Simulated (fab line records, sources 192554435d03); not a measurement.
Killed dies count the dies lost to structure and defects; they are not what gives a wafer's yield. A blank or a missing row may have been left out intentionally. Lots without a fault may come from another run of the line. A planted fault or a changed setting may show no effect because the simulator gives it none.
Which tool did it?	flow n5Finfet	36 wafers sampled from 12 lots at 1 step of a route of 1938

WHAT EACH GAUGE READ, for each wafer
N5_MOL_CONTACT_COAG_CD_MEAS_40: target cd 25.1 nm.
lot	measured	on	cdNm (nm)
L075	day 5 13:50	cdSem-02	25.01 24.90 25.10
L077	day 6 03:23	cdSem-02	24.91 25.49 25.30
L079	day 6 11:39	cdSem-03	25.22 25.16 25.01
L081	day 6 23:49	cdSem-03	25.60 25.04 25.16
L083	day 7 14:08	cdSem-01	25.19 24.61 24.76
L085	day 8 06:20	cdSem-01	24.63 24.82 25.17
L087	day 8 13:31	cdSem-02	25.22 25.07 25.24
L089	day 8 21:31	cdSem-03	25.08 25.29 24.94
L091	day 9 07:29	cdSem-03	25.02 25.21 24.99
L093	day 9 23:46	cdSem-03	25.00 25.12 25.31
L095	day 10 17:16	cdSem-02	25.16 25.30 24.97
L097	day 10 21:17	cdSem-01	25.00 24.87 24.90

EACH LOT AND THE TOOL THAT RAN IT (in order: tool; ch and the chambers of the sampled wafers; start)
There is no process step in the record ahead of these readings.

THE ANSWER, worked out from the rows above alone
Rule: the usual values come from the lots themselves. Put in order of their means at a reading, lots are off if they are a third of the lots or fewer, leave a main group of 4 or more, and stand apart from it by a gap of 3 or more times the standard deviation of the main group's means; of several such gaps the widest counts. Not used: any main group whose means are identical at the precision the tables above print for the reading. Also off: a lot with no number at a reading for which 4 or more lots have one. Where the step has rows for the other lots, those lots are counted as sound.
Across all readings shown, no lot is off: no conclusion can be drawn from this.

WHAT THE SIMULATOR HAD INSERTED
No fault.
